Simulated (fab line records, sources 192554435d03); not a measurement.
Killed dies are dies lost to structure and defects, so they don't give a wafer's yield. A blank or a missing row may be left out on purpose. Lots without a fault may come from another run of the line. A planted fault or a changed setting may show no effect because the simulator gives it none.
Split-lot experiment | flow n5_finfet | 7 lots, 39 wafers read, on a route of 1938 steps

THE SPLIT
At N5_PASSIVATION_ETCH_15 (etches SiCN in CF4/N2, target depth 75 nm, time 81.2 s), the setting target_depth_a was moved away from the recipe's 750 angstrom on 12 of the 39 wafers read, by -20.3% to +58.0%. The other wafers ran this setting at the recipe's value.

The reading is taken at the split's own step.

THE READING
etch.depth_nm (the simulator's own value, which no gauge read), in nm, at N5_PASSIVATION_ETCH_15 (etches SiCN in CF4/N2, target depth 75 nm, time 81.2 s). The file gives no usual value for it. The 27 wafers here that ran the recipe average 65.95 nm, standard deviation 1.4 nm.

wafer  | tool, chamber at the split | target_depth_a as run, angstrom | against the recipe | etch.depth_nm, nm | against lot-mates on the recipe
L077.1 | rie_diel-03, 0             | 954.8                           | +27.3%             | 83.01             | +18.04
L077.2 | rie_diel-03, 2             | 750                             | recipe             | 64.99             | -
L077.3 | rie_diel-03, 1             | 954.8                           | +27.3%             | 82.63             | +17.66
L077.4 | rie_diel-03, 3             | 954.8                           | +27.3%             | 82.98             | +18.01
L077.5 | rie_diel-03, 0             | 750                             | recipe             | 64.64             | -
L077.6 | rie_diel-03, 3             | 750                             | recipe             | 65.27             | -
L074.1 | rie_diel-06, 0             | 1127                            | +50.3%             | 99.93             | +34.98
L074.2 | rie_diel-06, 2             | 1127                            | +50.3%             | 95.11             | +30.16
L074.3 | rie_diel-06, 1             | 750                             | recipe             | 65.75             | -
L074.4 | rie_diel-06, 2             | 750                             | recipe             | 63.13             | -
L074.5 | rie_diel-06, 1             | 750                             | recipe             | 65.98             | -
L074.6 | rie_diel-06, 0             | 1127                            | +50.3%             | 99.61             | +34.66
L080.1 | rie_diel-06, 1             | 1185                            | +58.0%             | 102.6             | +35.97
L080.2 | rie_diel-06, 3             | 750                             | recipe             | 67.39             | -
L080.3 | rie_diel-06, 0             | 750                             | recipe             | 65.23             | -
L080.4 | rie_diel-06, 2             | 1185                            | +58.0%             | 97.94             | +31.31
L080.5 | rie_diel-06, 3             | 750                             | recipe             | 67.26             | -
L080.6 | rie_diel-06, 0             | 1185                            | +58.0%             | 103.1             | +36.47
L085.3 | rie_diel-06, 3             | 750                             | recipe             | 67.07             | -
L085.4 | rie_diel-06, 2             | 750                             | recipe             | 62.92             | -
L085.6 | rie_diel-06, 0             | 750                             | recipe             | 65.86             | -
L089.1 | rie_diel-02, 2             | 750                             | recipe             | 63.95             | -
L089.2 | rie_diel-02, 1             | 750                             | recipe             | 67.7              | -
L089.3 | rie_diel-02, 0             | 750                             | recipe             | 66.89             | -
L089.4 | rie_diel-02, 3             | 750                             | recipe             | 66.52             | -
L089.5 | rie_diel-02, 0             | 750                             | recipe             | 66.9              | -
L089.6 | rie_diel-02, 3             | 750                             | recipe             | 66.77             | -
L090.1 | rie_diel-06, 1             | 750                             | recipe             | 65.21             | -
L090.2 | rie_diel-06, 0             | 597.9                           | -20.3%             | 52.29             | -13.50
L090.3 | rie_diel-06, 3             | 750                             | recipe             | 67.42             | -
L090.4 | rie_diel-06, 2             | 597.9                           | -20.3%             | 50.35             | -15.44
L090.5 | rie_diel-06, 3             | 597.9                           | -20.3%             | 53.75             | -12.04
L090.6 | rie_diel-06, 0             | 750                             | recipe             | 64.74             | -
L094.1 | rie_diel-02, 0             | 750                             | recipe             | 66.18             | -
L094.2 | rie_diel-02, 2             | 750                             | recipe             | 64.68             | -
L094.3 | rie_diel-02, 3             | 750                             | recipe             | 66.6              | -
L094.4 | rie_diel-02, 1             | 750                             | recipe             | 68.6              | -
L094.5 | rie_diel-02, 0             | 750                             | recipe             | 66.72             | -
L094.6 | rie_diel-02, 3             | 750                             | recipe             | 66.36             | -

THE FIT
A straight line over all 39 wafers: etch.depth_nm changes by +0.628 nm for each +1% of target_depth_a; r = +0.99; the points scatter about the line by 1.6 nm.
The same after taking each lot's own level away (the mean of its wafers on the recipe; 39 wafers): +0.631 nm for each +1%; r = +0.99; scatter 1.6 nm.
On that fit, the largest move of target_depth_a shifts the reading by 37 nm.
The lots' own levels span 64.953 to 66.627 nm, that is 1.2 times the standard deviation above.
So the lot-to-lot level changes the slope little: the two slopes agree.
Check: with one of the wafers moved furthest among these (+58.0%) left out of the fit, the line predicts +36.7 nm for it against its lot-mates. It came out at +36 nm against them.

OTHER SPLITS ON THESE WAFERS
These wafers also went through other splits before the reading. Each is held against what the fit with the lots' levels taken away leaves over:
other split on the same wafers | wafers away from the commonest value | r with etch.depth_nm (lot level and that fit taken away)
N5_BEOL_M12_ETCH_38 time_s     | 15                                   | -0.08

THE FILE'S OWN FIT
etch.depth_nm changes by +0.631 nm for each +1% of target_depth_a, r = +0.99.
